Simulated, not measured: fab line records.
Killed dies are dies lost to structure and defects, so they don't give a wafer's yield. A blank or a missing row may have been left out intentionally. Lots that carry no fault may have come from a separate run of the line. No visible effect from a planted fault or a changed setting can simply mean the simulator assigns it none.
A lot that was struck, set against a sound lot -- flow nand-harc -- 12 out of 1302 route steps
Sound: these wafers, L203.3, L203.5, L203.6. Struck: wafers L216.1, L216.4 (left out: L216.5, a lot-mate that was not struck); the cause follows at the end.
Each step with rows lists, per side, the tool, then ch with its chambers, then its first start. Under that, the readings that differ: sound wafers -- struck wafers -- difference of the means -- sigmas: that difference in standard deviations of wafers without a fault.
alike: a reading whose means differ by less than 2 such deviations, as well as words and numbers matching on both sides. not compared: withheld readings; readings where some wafer has no value; bounds like >300 that might hide an equal value; numbers whose values overlap and for which the record gives no deviation.
A row with sigmas, a row that says differs or no value, or rows on one side alone: a step with any of these is where the two part. Numbers that have no deviation but don't overlap get no sigmas and don't part them. A reading missing from all wafers of one side parts the sides only when that side holds two or more wafers.

first, 1 step without rows for these wafers: NHARC_A_SLIT_SRD_20.
NHARC_A_SLIT_CD_MEAS_21:
  sound on cd-sem-02, day 20 05:08; struck on cd-sem-02, day 25 08:47
  alike: cd-nm
then, 3 steps without rows for these wafers: NHARC_A_SIN_REMOVE_WET_00 (chemistry H3PO4, time 15300 s); NHARC_A_SIN_REMOVE_PRECLEAN_01 (cleans in SC1); NHARC_A_SIN_REMOVE_SRD_02.
NHARC_A_SIN_REMOVE_INSPECT_04:
  sound on defect-inspect-01, day 20 11:43; struck on defect-inspect-02, day 25 15:20
  alike: raw-defect-count
NHARC_A_WL_FILL_ALD_00: deposits Al2O3, target thk 3 nm, pulse time 3 s, ald cycles 30.
  sound on ald-hk-04 ch 0,2,3, day 20 11:52; struck on ald-hk-04 ch 2,3, day 25 15:24
  alike: heater-power-w, precursor-pulse-height-rel
NHARC_A_WL_FILL_RTA_01: time 5 s.
  sound on rtp-anneal-02 ch 0, day 20 12:06; struck on rtp-anneal-01 ch 0, day 25 15:40
reading,sound,struck,difference,sigmas
lamp-power-pct (%),27.9 27.9 27.9,33.8 33.8,+5.9,+2
  alike: wafer_temp_C_max
NHARC_A_WL_FILL_ALD_02: deposits TiN, target thk 2 nm, pulse time 3 s, ald cycles 100.
  sound on ald-metal-04 ch 1,2,3, day 20 12:20; struck on ald-metal-03 ch 2,3, day 25 15:53
reading,sound,struck,difference,sigmas
heater-power-w (W),919 878 948,1083 1267,+260,+2
  alike: precursor-pulse-height-rel
NHARC_A_WL_FILL_CVD_03: deposits W, target thk 40 nm, time 279 s.
  sound on cvd-w-02 ch 0,1, day 20 12:51; struck on cvd-w-02 ch 0,1, day 25 16:22
  alike: heater-power-w, throttle-valve-pct
NHARC_A_WL_FILL_ETCHBACK_04: etches the open film in NF3, target depth 60 nm, time 120 s.
  sound on rie-metal-03 ch 0,1, day 20 13:10; struck on rie-metal-02 ch 0, day 25 16:43
reading,sound,struck,difference,sigmas
drypump-motor-current-A (A),5.4 5.4 4.9,6.6 6.7,+1.4,+2
run-length-s (s),141.1 141.4 141.5,91.3 91.3,-50.0,-99 or more
  alike: oes-product-au
  not compared: rf-hours-counter-h
NHARC_A_WL_FILL_ETCHBACK_05: etches the open film in Cl2/BCl3, target depth 22 nm, time 60 s.
  sound on rie-metal-03 ch 0,1, day 20 13:20; struck on rie-metal-02 ch 1, day 25 16:56
reading,sound,struck,difference,sigmas
oes-product-au (a.u.),0.980 1.004 0.978,1.030 1.031,+0.043,+3
  alike: drypump-motor-current-A, run-length-s
  not compared: rf-hours-counter-h

## WHERE THEY PART
At NHARC_A_WL_FILL_RTA_01 first; at NHARC_A_WL_FILL_ETCHBACK_05 last (within this record only).

WHY: the cause the simulator had injected
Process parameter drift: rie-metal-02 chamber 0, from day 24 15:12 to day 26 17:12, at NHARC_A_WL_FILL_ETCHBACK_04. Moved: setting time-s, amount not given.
